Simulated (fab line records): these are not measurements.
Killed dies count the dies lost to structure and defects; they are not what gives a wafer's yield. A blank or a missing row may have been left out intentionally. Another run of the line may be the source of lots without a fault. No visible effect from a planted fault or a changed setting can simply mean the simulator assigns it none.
What tool caused it?    flow nandHarc    Sampling: 12 lots, 36 wafers, 7 of 1302 route steps

## WHAT THE GAUGES SHOWED, per wafer
NHARC_P_ZERO_WELL_CD_MEAS_24 targets a cd of 720 nm. Usual: 719.3 nm for cdNm, sd 1.3.
lot   measured      on        cdNm (nm)          flag
L960  day 2 18:30   cdSem-01  719.7 721.5 721.3  
L961  day 3 04:33   cdSem-01  715.1 716.3 717.5  
L963  day 4 00:36   cdSem-02  720.0 720.6 721.5  
L966  day 5 06:45   cdSem-02  - - -              OFF
L967  day 5 16:49   cdSem-03  - - -              OFF
L968  day 6 02:20   cdSem-03  - - -              OFF
L972  day 7 18:30   cdSem-03  717.8 718.6 719.4  
L973  day 8 04:35   cdSem-01  720.2 718.5 719.9  
L974  day 8 14:37   cdSem-01  720.3 718.5 719.4  
L978  day 10 06:35  cdSem-01  720.1 718.7 719.3  
L979  day 10 16:20  cdSem-03  719.7 718.9 720.5  
L980  day 11 02:21  cdSem-01  719.6 719.0 719.6  

NHARC_P_ZERO_WELL_INSPECT_43. Usual: 13 for rawDefectCount, sd 5.7.
lot   measured      on                rawDefectCount  flag
L960  day 2 23:31   defectInspect-02  9 11 15         
L961  day 3 09:45   defectInspect-02  14 7 11         
L963  day 4 05:34   defectInspect-02  16 14 14        
L966  day 5 12:01   defectInspect-02  1057 1121 1088  OFF
L967  day 5 22:00   defectInspect-02  1062 1055 1117  OFF
L968  day 6 07:37   defectInspect-01  1088 1125 1083  OFF
L972  day 7 23:28   defectInspect-02  16 15 13        
L973  day 8 09:56   defectInspect-02  8 12 11         
L974  day 8 20:01   defectInspect-02  22 16 8         
L978  day 10 11:41  defectInspect-01  19 17 9         
L979  day 10 22:39  defectInspect-01  17 15 23        
L980  day 11 07:28  defectInspect-01  8 4 6           

NHARC_P_STI_OVL_MEAS_10. Usual: overlayXNm 1 nm, standard deviation 5.4; overlayYNm 0 nm, standard deviation 5.1.
lot   measured      on          overlayXNm (nm)  overlayYNm (nm)  flag
L960  day 3 19:14   overlay-01  -3 -3 -3         3 3 2            
L961  day 4 03:38   overlay-02  7 6 7            3 2 3            
L963  day 4 20:47   overlay-01  -1 -1 -1         -10 -10 -9       
L972  day 8 16:03   overlay-02  4 5 4            -6 -6 -6         
L973  day 9 00:41   overlay-02  0 0 0            -1 -1 -1         
L974  day 9 11:16   overlay-01  -4 -3 -3         -5 -6 -6         
L978  day 11 07:49  overlay-01  0 0 0            0 0 0            
L979  day 11 14:24  overlay-01  6 6 6            3 3 3            
L980  day 11 21:56  overlay-01  4 4 4            0 -1 -1          

NHARC_END_SORT_01. Usual: killedAtArray 62, standard deviation 16; killedAtOther 0.8, standard deviation 1.1; killedAtPeriphery 4, standard deviation 3.2; killedDies 67, standard deviation 16; killedOpen 3.5, standard deviation 1.9; killedShort 2.1, standard deviation 1.5.
lot   measured      on         killedAtArray  killedAtOther  killedAtPeriphery  killedDies   killedOpen  killedShort  flag
L967  day 29 01:47  prober-01  63 65 60       0 1 0          614 611 617        677 677 677  1 3 5       3 2 0        OFF

## EACH LOT AND THE TOOL THAT RAN IT (in order: tool; ch and the chambers of the sampled wafers; start)
lot   NHARC_P_ZERO_WELL_ETCH_62                     NHARC_P_ZERO_WELL_EXPOSE_21       NHARC_P_STI_DESCUM_14
L960  rieDiel-11 ch 0,2,3, day 2 18:22 or earlier   krfScanner-03 ch 0, day 2 18:22   rieDiel-09 ch 0,3, day 3 19:25
L961  rieDiel-02 ch 0,2, day 3 04:24 or earlier     krfScanner-01 ch 0, day 3 04:24   rieDiel-10 ch 0,3, day 4 03:48
L963  rieDiel-11 ch 0,2,3, day 4 00:26 or earlier   krfScanner-04 ch 0, day 4 00:26   rieDiel-06 ch 0,1, day 4 20:58
L966  rieDiel-11 ch 0,1,3, day 5 06:35 or earlier   krfScanner-01, day 5 06:35        -
L967  rieDiel-02 ch 1,3, day 5 16:40 or earlier     krfScanner-03, day 5 16:40        -
L968  rieDiel-02 ch 0,1,2, day 6 02:11 or earlier   krfScanner-03, day 6 02:11        -
L972  rieDiel-04 ch 0,1, day 7 18:21 or earlier     krfScanner-01 ch 0, day 7 18:21   rieDiel-09 ch 1,2, day 8 16:13
L973  rieDiel-04 ch 0,1,3, day 8 04:26 or earlier   krfScanner-03 ch 0, day 8 04:26   rieDiel-09 ch 0,1,2, day 9 00:52
L974  rieDiel-02 ch 0,1, day 8 14:28 or earlier     krfScanner-01 ch 0, day 8 14:28   rieDiel-09 ch 0,3, day 9 11:26
L978  rieDiel-11 ch 2,3, day 10 06:25 or earlier    krfScanner-03 ch 0, day 10 06:25  rieDiel-06 ch 0,3, day 11 08:00
L979  rieDiel-02 ch 0,1,2, day 10 16:11 or earlier  krfScanner-03 ch 0, day 10 16:11  rieDiel-09 ch 0,1,2, day 11 14:34
L980  rieDiel-02 ch 1,2, day 11 02:11 or earlier    krfScanner-03 ch 0, day 11 02:11  rieDiel-06 ch 2,3, day 11 22:07
- NHARC_P_ZERO_WELL_ETCH_62: etches the open film in CHF3/Ar, target depth 13 nm, time 6.5 s.
- NHARC_P_ZERO_WELL_EXPOSE_21: exposes mask P NWELL, target cd 720 nm.
- NHARC_P_STI_DESCUM_14: chemistry O2, time 3 s.

## AS READ BY THE TOOLS THEMSELVES (means over the sampled wafers that have a number; for cases with no such wafer, the mark the record gives instead)
NHARC_P_ZERO_WELL_ETCH_62. Usual: drypumpMotorCurrentA 5.65 A, standard deviation 0.28; mfcArSccm 199.9 sccm, standard deviation 0.53; oesProductAu 0.963 a.u., standard deviation 0.014; rfVppV 370.8 V, standard deviation 2.6; showerheadPlenumPTorr 2.35 Torr, standard deviation 0.11; throttleValvePct 20.218 %, standard deviation 0.008.
lot   tool        drypumpMotorCurrentA (A)  mfcArSccm (sccm)  oesProductAu (a.u.)  rfVppV (V)  showerheadPlenumPTorr (Torr)  throttleValvePct (%)  flag
L960  rieDiel-11  5.63                      200.0             0.978                369.7       2.31                          20.216                
L961  rieDiel-02  5.89                      200.0             0.960                370.1       2.28                          20.213                
L963  rieDiel-11  5.61                      199.5             0.978                369.5       2.30                          20.222                
L966  rieDiel-11  5.60                      200.6             0.957                369.8       2.33                          20.205                
L967  rieDiel-02  5.58                      200.0             0.948                373.4       2.50                          20.217                
L968  rieDiel-02  5.81                      200.3             0.970                370.6       2.35                          20.226                
L972  rieDiel-04  5.69                      200.7             0.970                373.2       2.45                          20.213                
L973  rieDiel-04  5.43                      199.6             0.975                372.5       2.41                          20.223                
L974  rieDiel-02  5.68                      200.2             0.940                370.9       2.32                          20.210                
L978  rieDiel-11  5.78                      200.1             0.950                369.3       2.28                          20.218                
L979  rieDiel-02  5.81                      199.7             0.975                371.1       2.34                          20.212                
L980  rieDiel-02  5.86                      199.4             0.971                372.8       2.44                          20.215                

NHARC_P_ZERO_WELL_EXPOSE_21. Usual: exposureDoseMJCm2 22.313, standard deviation 0.021; focusOffsetNm 0.0 nm, standard deviation 0.58; reticleTempC 22.99 C, standard deviation 0.12.
lot   tool           exposureDoseMJCm2  focusOffsetNm (nm)  reticleTempC (C)  flag
L960  krfScanner-03  22.333             0.2                 23.06             
L961  krfScanner-01  22.307             0.3                 23.02             
L963  krfScanner-04  22.289             -0.1                22.98             
L966  krfScanner-01  -                  -                   -                 OFF
L967  krfScanner-03  -                  -                   -                 OFF
L968  krfScanner-03  -                  -                   -                 OFF
L972  krfScanner-01  22.302             -0.3                23.08             
L973  krfScanner-03  22.299             0.3                 23.17             
L974  krfScanner-01  22.318             -0.5                22.92             
L978  krfScanner-03  22.288             0.4                 22.90             
L979  krfScanner-03  22.305             0.1                 23.20             
L980  krfScanner-03  22.327             -0.5                23.02             

NHARC_P_STI_DESCUM_14. Usual: drypumpMotorCurrentA 5.8 A, standard deviation 0.38; mfcArSccm 0.002 sccm, standard deviation 0.0041; oesProductAu 1.001 a.u., standard deviation 0.0084; rfVppV 57.8 V, standard deviation 0.94; showerheadPlenumPTorr 1.90 Torr, standard deviation 0.061; throttleValvePct 11.310 %, standard deviation 0.0099.
lot   tool        drypumpMotorCurrentA (A)  mfcArSccm (sccm)  oesProductAu (a.u.)  rfVppV (V)  showerheadPlenumPTorr (Torr)  throttleValvePct (%)  flag
L960  rieDiel-09  6.0                       0.000             0.992                58.3        1.96                          11.303                
L961  rieDiel-10  5.2                       0.003             0.998                56.6        1.88                          11.323                
L963  rieDiel-06  5.8                       0.011             0.995                57.6        1.90                          11.308                
L972  rieDiel-09  5.9                       0.000             1.013                57.4        1.88                          11.316                
L973  rieDiel-09  5.9                       0.000             1.004                57.8        1.93                          11.299                
L974  rieDiel-09  5.9                       0.000             1.004                58.8        1.96                          11.313                
L978  rieDiel-06  6.1                       0.004             1.000                58.2        1.84                          11.319                
L979  rieDiel-09  5.9                       0.000             1.003                58.2        1.92                          11.310                
L980  rieDiel-06  5.9                       0.000             1.007                57.3        1.84                          11.312                

## THE ANSWER, worked out from the rows above alone
Rule: take the mean of a lot's wafers that have a number; if it is more than 3 standard deviations from the usual mean, the lot is off. A lot without any number at a reading at which 4 lots or more have one is off too. All remaining lots with rows at the step are treated as sound. First the gauges in route order, then the tools' own readings, where a lot's mean is used as printed above. The first step at which some lot is off is used, and at that step the reading that is off furthest; a lot without a number counts as furthest.
Off: L966, L967, L968, at NHARC_P_ZERO_WELL_CD_MEAS_24 (cdNm). Without a number there: L966, L967, L968.
If a tool, at a process step before that reading, ran all the lots that are off and no sound lot after the first of them, it fits. Not tried: the gauges at NHARC_P_ZERO_WELL_CD_MEAS_24; whatever is off there is also off at NHARC_P_ZERO_WELL_INSPECT_43, on other tools, and gauge error can't account for it. Because NHARC_P_ZERO_WELL_ETCH_62 lacks a start for some lots, the hours and order of its lots are taken from NHARC_P_ZERO_WELL_EXPOSE_21. Not one of the candidates tried fits.

## WHAT THE SIMULATOR HAD PUT IN
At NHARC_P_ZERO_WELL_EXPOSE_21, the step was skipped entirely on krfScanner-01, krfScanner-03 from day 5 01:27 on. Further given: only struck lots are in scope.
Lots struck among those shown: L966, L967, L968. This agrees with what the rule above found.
